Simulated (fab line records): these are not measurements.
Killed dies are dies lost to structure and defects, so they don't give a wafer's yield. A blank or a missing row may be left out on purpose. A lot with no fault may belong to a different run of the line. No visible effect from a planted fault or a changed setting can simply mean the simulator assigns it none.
Which tool was responsible? + flow nand_harc + 33 wafers from 11 lots sampled at 5 of the route's 1302 steps

== WHAT THE GAUGES SHOWED, per wafer ==
NHARC_THIN_TSV_CD_MEAS_16. Usual: 999.8 nm for cd_nm, sd 1.3.
| lot  | measured     | on        | cd_nm (nm)           | flag |
|------|--------------|-----------|----------------------|------|
| L334 | day 24 07:05 | cd_sem-01 | 998.3 999.5 998.1    |      |
| L335 | day 24 10:47 | cd_sem-02 | 999.7 999.3 998.7    |      |
| L346 | day 28 20:11 | cd_sem-02 | 999.3 1001.1 998.3   |      |
| L347 | day 29 17:11 | cd_sem-01 | 998.4 998.8 998.6    |      |
| L350 | day 30 07:23 | cd_sem-02 | 998.7 1000.2 998.4   |      |
| L349 | day 30 01:11 | cd_sem-02 | 1001.7 999.9 1000.6  |      |
| L351 | day 30 11:41 | cd_sem-01 | 1001.2 1000.1 998.9  |      |
| L354 | day 31 18:37 | cd_sem-01 | 998.3 998.4 997.2    |      |
| L355 | day 32 21:10 | cd_sem-01 | 999.7 997.9 999.3    |      |
| L357 | day 33 05:40 | cd_sem-02 | 998.9 1002.0 1003.8  |      |
| L356 | day 33 04:34 | cd_sem-02 | 1001.0 1000.7 1001.1 |      |

NHARC_END_SORT_01. Usual: killed_at_array 55, standard deviation 17; killed_at_other 1.1, standard deviation 1.4; killed_at_periphery 3.9, standard deviation 3; killed_dies 59, standard deviation 17; killed_open 3.5, standard deviation 2; killed_short 2.6, standard deviation 1.6.
| lot  | measured     | on        | killed_at_array | killed_at_other | killed_at_periphery | killed_dies | killed_open | killed_short | flag |
|------|--------------|-----------|-----------------|-----------------|---------------------|-------------|-------------|--------------|------|
| L335 | day 25 07:08 | prober-01 | 57 60 54        | 0 0 0           | 4 1 1               | 61 61 55    | 5 1 1       | 5 1 2        |      |
| L346 | day 29 11:46 | prober-02 | 127 104 125     | 1 1 2           | 3 6 3               | 131 111 130 | 2 6 5       | 3 3 4        | OFF  |
| L347 | day 30 08:51 | prober-01 | 129 95 120      | 0 0 1           | 2 2 2               | 131 97 123  | 9 3 3       | 3 3 2        | OFF  |
| L350 | day 30 23:14 | prober-02 | 58 69 60        | 0 1 0           | 2 4 5               | 60 74 65    | 5 10 6      | 4 3 5        |      |

== EACH LOT AND THE TOOL THAT RAN IT (in order: tool; ch and the chambers of the sampled wafers; start) ==
| lot  | NHARC_A_STAIRCASE_STRIP_172         | NHARC_THIN_TSV_DEP_47           | NHARC_THIN_TSV_ANNEAL_52         |
|------|-------------------------------------|---------------------------------|----------------------------------|
| L334 | wet_bench-01 ch 1,2,4, day 15 10:50 | pecvd-02 ch 0,1,2, day 24 08:01 | rtp_anneal-01 ch 0, day 24 10:07 |
| L335 | wet_bench-01 ch 1,4,6, day 16 03:13 | pecvd-01 ch 0,1,2, day 24 11:47 | rtp_anneal-01 ch 0, day 24 13:55 |
| L346 | wet_bench-06 ch 3,4,6, day 20 18:20 | pecvd-01 ch 0,2, day 28 21:08   | rtp_anneal-02 ch 0, day 28 23:18 |
| L347 | wet_bench-06 ch 4,6,7, day 21 13:31 | pecvd-01 ch 0,1, day 29 18:04   | rtp_anneal-02 ch 0, day 29 20:12 |
| L350 | wet_bench-01 ch 1,2,7, day 21 17:28 | pecvd-04 ch 0,1, day 30 08:16   | rtp_anneal-01 ch 0, day 30 10:27 |
| L349 | wet_bench-01 ch 2,5,6, day 21 22:25 | pecvd-01 ch 0,2, day 30 02:10   | rtp_anneal-01 ch 0, day 30 04:14 |
| L351 | wet_bench-02 ch 2,4,7, day 22 09:01 | pecvd-04 ch 0,1,2, day 30 12:39 | rtp_anneal-01 ch 0, day 30 14:43 |
| L354 | wet_bench-02 ch 0,6,7, day 23 15:00 | pecvd-01 ch 0,1,2, day 31 19:29 | rtp_anneal-02 ch 0, day 31 21:37 |
| L355 | wet_bench-02 ch 4,5,6, day 24 13:11 | pecvd-04 ch 0,1, day 32 22:07   | rtp_anneal-01 ch 0, day 33 00:11 |
| L357 | wet_bench-06 ch 0,3,4, day 25 01:42 | pecvd-04 ch 1,2, day 33 06:32   | rtp_anneal-01 ch 0, day 33 08:44 |
| L356 | wet_bench-02 ch 4,6,7, day 25 01:59 | pecvd-04 ch 0,1,2, day 33 05:28 | rtp_anneal-02 ch 0, day 33 07:40 |
- NHARC_A_STAIRCASE_STRIP_172: strips in SPM, time 900 s.
- NHARC_THIN_TSV_DEP_47: deposits SiO2, target thk 200 nm.
- NHARC_THIN_TSV_ANNEAL_52: time 90 s.

== AS READ BY THE TOOLS THEMSELVES (means over the sampled wafers that have a number; for cases with no such wafer, the mark the record gives instead) ==
NHARC_THIN_TSV_DEP_47. Usual: 16.1 % for throttle_valve_pct, sd 0.5.
| lot  | tool     | throttle_valve_pct (%) | flag |
|------|----------|------------------------|------|
| L334 | pecvd-02 | 16.4                   |      |
| L335 | pecvd-01 | 16.0                   |      |
| L346 | pecvd-01 | 16.0                   |      |
| L347 | pecvd-01 | 16.1                   |      |
| L350 | pecvd-04 | 15.9                   |      |
| L349 | pecvd-01 | 15.9                   |      |
| L351 | pecvd-04 | 16.0                   |      |
| L354 | pecvd-01 | 15.9                   |      |
| L355 | pecvd-04 | 15.9                   |      |
| L357 | pecvd-04 | 16.3                   |      |
| L356 | pecvd-04 | 16.2                   |      |

NHARC_THIN_TSV_ANNEAL_52. Usual: anneal_temp_c 225.05 C, standard deviation 0.18; wafer_temp_C_max 225.78, standard deviation 0.29.
| lot  | tool          | anneal_temp_c (C) | wafer_temp_C_max | flag |
|------|---------------|-------------------|------------------|------|
| L334 | rtp_anneal-01 | 224.87            | 225.64           |      |
| L335 | rtp_anneal-01 | 225.18            | 225.77           |      |
| L346 | rtp_anneal-02 | 225.14            | 226.10           |      |
| L347 | rtp_anneal-02 | 225.23            | 226.15           |      |
| L350 | rtp_anneal-01 | 225.05            | 225.78           |      |
| L349 | rtp_anneal-01 | 225.19            | 225.71           |      |
| L351 | rtp_anneal-01 | 225.12            | 225.73           |      |
| L354 | rtp_anneal-02 | 224.97            | 225.70           |      |
| L355 | rtp_anneal-01 | 225.05            | 225.53           |      |
| L357 | rtp_anneal-01 | 225.04            | 225.75           |      |
| L356 | rtp_anneal-02 | 224.64            | 226.00           |      |

== THE ANSWER, worked out from the rows above alone ==
Rule: lot off if the mean of its wafers having a number is beyond 3 standard deviations from the usual mean. Also off: a lot with no number at a reading for which 4 or more lots have one. Where the step has rows for the other lots, those lots are counted as sound. After the gauges, taken in route order, come the tools' own readings; for these a lot's mean is taken, as printed above. At the first step where some lot is off, the reading lying furthest off is the one used; lots without a number count as furthest.
Off, at NHARC_END_SORT_01 on killed_dies: L346, L347. Neither off nor sound, because the step has no rows for them: L334, L349, L351, L354, L355, L357, L356.
If a tool, at a process step before that reading, ran all the lots that are off and no sound lot after the first of them, it fits. The gauges at NHARC_END_SORT_01 are tried like those tools. Can't be told from this: 3 tools fit, wet_bench-06 at NHARC_A_STAIRCASE_STRIP_172, pecvd-01 at NHARC_THIN_TSV_DEP_47, rtp_anneal-02 at NHARC_THIN_TSV_ANNEAL_52.

== WHAT HAD BEEN PUT IN BY THE SIMULATOR ==
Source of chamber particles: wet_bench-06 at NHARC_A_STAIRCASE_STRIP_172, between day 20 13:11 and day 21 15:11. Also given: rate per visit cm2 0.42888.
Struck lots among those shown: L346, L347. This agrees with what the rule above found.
